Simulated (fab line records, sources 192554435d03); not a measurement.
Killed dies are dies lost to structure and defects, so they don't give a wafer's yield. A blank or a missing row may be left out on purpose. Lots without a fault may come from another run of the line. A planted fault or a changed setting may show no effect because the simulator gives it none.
Which tool did it? | flow n5_finfet | 24 lots, 72 wafers sampled, at 3 steps of a route of 1938

WHAT THE GAUGES READ, wafer by wafer
N5_BEOL_M14_OCD_MEAS_35. Usual: trench_depth_nm 549 nm, standard deviation 13.
lot  | measured     | on     | trench_depth_nm (nm) | flag
L074 | day 10 16:05 | ocd-02 | 562 542 556          |
L075 | day 11 03:16 | ocd-01 | 536 555 543          |
L077 | day 11 08:13 | ocd-02 | 539 552 522          |
L078 | day 11 19:59 | ocd-02 | 562 562 567          |
L076 | day 11 20:37 | ocd-01 | 557 561 561          |
L080 | day 12 02:04 | ocd-01 | 550 560 552          |
L079 | day 12 08:56 | ocd-01 | 536 558 551          |
L082 | day 13 00:33 | ocd-02 | 546 533 532          |
L081 | day 13 01:52 | ocd-02 | 548 528 551          |
L083 | day 13 08:23 | ocd-01 | 550 551 541          |
L084 | day 13 08:58 | ocd-01 | 542 526 541          |
L086 | day 13 15:35 | ocd-01 | 548 531 541          |
L085 | day 13 18:42 | ocd-02 | 569 557 519          |
L089 | day 14 07:15 | ocd-02 | 534 551 531          |
L087 | day 14 08:32 | ocd-02 | 547 544 546          |
L088 | day 14 19:33 | ocd-01 | 552 531 556          |
L091 | day 15 03:13 | ocd-02 | 555 540 558          |
L090 | day 15 06:04 | ocd-01 | 564 559 534          |
L092 | day 15 17:49 | ocd-02 | 565 542 564          |
L094 | day 16 00:03 | ocd-02 | 527 544 554          |
L093 | day 16 02:28 | ocd-02 | 558 567 554          |
L095 | day 16 15:04 | ocd-02 | 551 562 518          |
L096 | day 16 20:28 | ocd-01 | 522 558 524          |
L097 | day 16 23:43 | ocd-02 | 533 571 527          |

WHICH TOOL RAN EACH LOT (tool, then ch and the chambers of the sampled wafers, then the start)
lot  | N5_BEOL_M13_SPUTTER_44       | N5_BEOL_M14_DESCUM_33
L074 | pvd_sputter-03, day 10 12:27 | rie_diel-04 ch 1,2, day 10 15:29
L075 | pvd_sputter-02, day 10 23:47 | rie_diel-01 ch 0,1,2, day 11 02:39
L077 | pvd_sputter-03, day 11 04:50 | rie_diel-04 ch 1,2,3, day 11 07:37
L078 | pvd_sputter-02, day 11 16:24 | rie_diel-05 ch 2,3, day 11 19:23
L076 | pvd_sputter-01, day 11 17:05 | rie_diel-05 ch 2,3, day 11 20:00
L080 | pvd_sputter-01, day 11 22:12 | rie_diel-05 ch 0,2, day 12 01:28
L079 | pvd_sputter-02, day 12 05:09 | rie_diel-01 ch 0,1,2, day 12 08:20
L082 | pvd_sputter-03, day 12 20:41 | rie_diel-01 ch 0,2, day 12 23:56
L081 | pvd_sputter-01, day 12 21:22 | rie_diel-04 ch 2,3, day 13 01:16
L083 | pvd_sputter-03, day 13 04:57 | rie_diel-04 ch 1,2, day 13 07:47
L084 | pvd_sputter-01, day 13 05:25 | rie_diel-04 ch 1,3, day 13 08:22
L086 | pvd_sputter-02, day 13 11:33 | rie_diel-01 ch 0,1,2, day 13 14:58
L085 | pvd_sputter-01, day 13 15:23 | rie_diel-05 ch 0,1,3, day 13 18:05
L089 | pvd_sputter-02, day 14 03:56 | rie_diel-01 ch 0,2, day 14 06:38
L087 | pvd_sputter-03, day 14 04:59 | rie_diel-04 ch 2,3, day 14 07:55
L088 | pvd_sputter-01, day 14 16:07 | rie_diel-01 ch 0,2,3, day 14 18:56
L091 | pvd_sputter-01, day 14 23:47 | rie_diel-04 ch 0,1,3, day 15 02:37
L090 | pvd_sputter-02, day 15 02:32 | rie_diel-01 ch 2,3, day 15 05:28
L092 | pvd_sputter-03, day 15 14:25 | rie_diel-04 ch 0,1, day 15 17:12
L094 | pvd_sputter-02, day 15 20:51 | rie_diel-01 ch 0,2,3, day 15 23:26
L093 | pvd_sputter-03, day 15 22:05 | rie_diel-04 ch 0,3, day 16 01:51
L095 | pvd_sputter-01, day 16 11:37 | rie_diel-05 ch 0,1,2, day 16 14:26
L096 | pvd_sputter-02, day 16 17:08 | rie_diel-05 ch 0,1, day 16 19:51
L097 | pvd_sputter-02, day 16 20:19 | rie_diel-01 ch 1,2, day 16 23:06
- N5_BEOL_M13_SPUTTER_44: material Ta, target thk 10 nm, time 16.13 s.
- N5_BEOL_M14_DESCUM_33: chemistry O2, time 7.9 s.

WHAT THE TOOLS THEMSELVES READ (means of the sampled wafers that have a number; where no wafer has one, the mark that the record gives instead)
N5_BEOL_M13_SPUTTER_44. Usual: chamber_pressure_pa 0.07003 Pa, standard deviation 0.00014; throttle_valve_pct 30.1 %, standard deviation 0.93.
lot  | tool           | chamber_pressure_pa (Pa) | throttle_valve_pct (%) | flag
L074 | pvd_sputter-03 | 0.07012                  | 30.0                   |
L075 | pvd_sputter-02 | 0.06997                  | 30.4                   |
L077 | pvd_sputter-03 | 0.07012                  | 29.8                   |
L078 | pvd_sputter-02 | 0.07000                  | 30.8                   |
L076 | pvd_sputter-01 | 0.07005                  | 29.1                   |
L080 | pvd_sputter-01 | 0.06990                  | 30.4                   |
L079 | pvd_sputter-02 | 0.06992                  | 30.4                   |
L082 | pvd_sputter-03 | 0.06997                  | 29.3                   |
L081 | pvd_sputter-01 | 0.07009                  | 29.7                   |
L083 | pvd_sputter-03 | 0.06990                  | 29.9                   |
L084 | pvd_sputter-01 | 0.06992                  | 30.5                   |
L086 | pvd_sputter-02 | 0.07003                  | 30.4                   |
L085 | pvd_sputter-01 | 0.06992                  | 30.5                   |
L089 | pvd_sputter-02 | 0.07007                  | 30.6                   |
L087 | pvd_sputter-03 | 0.06995                  | 29.6                   |
L088 | pvd_sputter-01 | 0.07009                  | 29.2                   |
L091 | pvd_sputter-01 | 0.07008                  | 29.9                   |
L090 | pvd_sputter-02 | 0.07021                  | 30.4                   |
L092 | pvd_sputter-03 | 0.07005                  | 29.4                   |
L094 | pvd_sputter-02 | 0.07011                  | 30.7                   |
L093 | pvd_sputter-03 | 0.07007                  | 29.4                   |
L095 | pvd_sputter-01 | 0.07014                  | 30.5                   |
L096 | pvd_sputter-02 | 0.07015                  | 29.9                   |
L097 | pvd_sputter-02 | 0.07000                  | 29.9                   |

N5_BEOL_M14_DESCUM_33. Usual: drypump_motor_current_A 5.3 A, standard deviation 0.53; o2_flow_sccm 225.1 sccm, standard deviation 0.72; oes_product_au 0.83 a.u., standard deviation 0.09; rf_vpp_V 242.8 V, standard deviation 1.4; showerhead_plenum_p_Torr 2.07 Torr, standard deviation 0.075; temp_c 40.00 C, standard deviation 0.12; throttle_valve_pct 20.30 %, standard deviation 0.2.
lot  | tool        | drypump_motor_current_A (A) | o2_flow_sccm (sccm) | oes_product_au (a.u.) | rf_vpp_V (V) | showerhead_plenum_p_Torr (Torr) | temp_c (C) | throttle_valve_pct (%) | flag
L074 | rie_diel-04 | 5.3                         | 225.3               | 0.76                  | 243.1        | 2.09                            | 39.95      | 20.45                  |
L075 | rie_diel-01 | 5.3                         | 225.3               | 0.85                  | 243.2        | 2.07                            | 39.97      | 20.31                  |
L077 | rie_diel-04 | 5.2                         | 225.2               | 0.75                  | 243.3        | 2.13                            | 39.99      | 20.50                  |
L078 | rie_diel-05 | 5.0                         | 225.4               | 0.75                  | 242.4        | 2.04                            | 40.06      | 20.49                  |
L076 | rie_diel-05 | 5.0                         | 225.7               | 0.75                  | 242.3        | 2.04                            | 40.10      | 20.49                  |
L080 | rie_diel-05 | 5.7                         | 224.8               | 0.84                  | 242.4        | 2.06                            | 40.02      | 20.01                  |
L079 | rie_diel-01 | 5.3                         | 224.3               | 0.83                  | 242.5        | 2.07                            | 40.06      | 20.34                  |
L082 | rie_diel-01 | 5.8                         | 225.1               | 0.89                  | 242.7        | 2.03                            | 40.07      | 20.19                  |
L081 | rie_diel-04 | 5.2                         | 225.1               | 0.67                  | 242.3        | 2.05                            | 39.90      | 20.58                  |
L083 | rie_diel-04 | 5.3                         | 225.5               | 0.74                  | 242.1        | 2.08                            | 40.04      | 20.47                  |
L084 | rie_diel-04 | 5.2                         | 225.2               | 0.80                  | 244.5        | 2.20                            | 39.99      | 20.47                  |
L086 | rie_diel-01 | 5.3                         | 225.5               | 0.82                  | 242.7        | 2.07                            | 40.03      | 20.34                  |
L085 | rie_diel-05 | 5.7                         | 225.1               | 0.75                  | 242.3        | 2.00                            | 40.07      | 20.38                  |
L089 | rie_diel-01 | 5.8                         | 224.5               | 0.87                  | 241.6        | 2.03                            | 40.10      | 20.19                  |
L087 | rie_diel-04 | 5.0                         | 224.8               | 0.89                  | 242.4        | 2.09                            | 40.00      | 20.34                  |
L088 | rie_diel-01 | 5.4                         | 224.8               | 0.86                  | 243.0        | 2.04                            | 40.07      | 20.22                  |
L091 | rie_diel-04 | 5.3                         | 225.0               | 0.89                  | 243.4        | 2.12                            | 39.98      | 20.33                  |
L090 | rie_diel-01 | 5.3                         | 224.9               | 0.88                  | 242.5        | 2.04                            | 40.08      | 20.18                  |
L092 | rie_diel-04 | 5.4                         | 225.2               | 0.85                  | 243.7        | 2.08                            | 39.95      | 20.38                  |
L094 | rie_diel-01 | 5.4                         | 224.1               | 0.86                  | 242.5        | 2.03                            | 39.84      | 20.24                  |
L093 | rie_diel-04 | 5.1                         | 225.2               | 0.90                  | 243.7        | 2.08                            | 39.99      | 20.30                  |
L095 | rie_diel-05 | 5.8                         | 225.3               | 0.77                  | 241.8        | 2.03                            | 39.96      | 20.24                  |
L096 | rie_diel-05 | 6.2                         | 225.1               | 0.74                  | 241.8        | 1.99                            | 40.13      | 20.37                  |
L097 | rie_diel-01 | 5.8                         | 225.1               | 0.89                  | 243.7        | 2.06                            | 39.92      | 20.18                  |

THE ANSWER, worked out from the rows above alone
Rule: a lot is off if the mean of its wafers that have a number lies more than 3 standard deviations from the usual mean. A lot without any number at a reading at which 4 lots or more have one is off too. The other lots that the step has rows for count as sound. The gauges are gone through in route order, then the tools' own readings, and for those a lot's mean is taken as printed above. The first step at which some lot is off is used, and at that step the reading that is off furthest; a lot without a number counts as furthest.
No lot is off at any reading shown: from this, nothing can be told.

WHAT THE SIMULATOR HAD PUT IN
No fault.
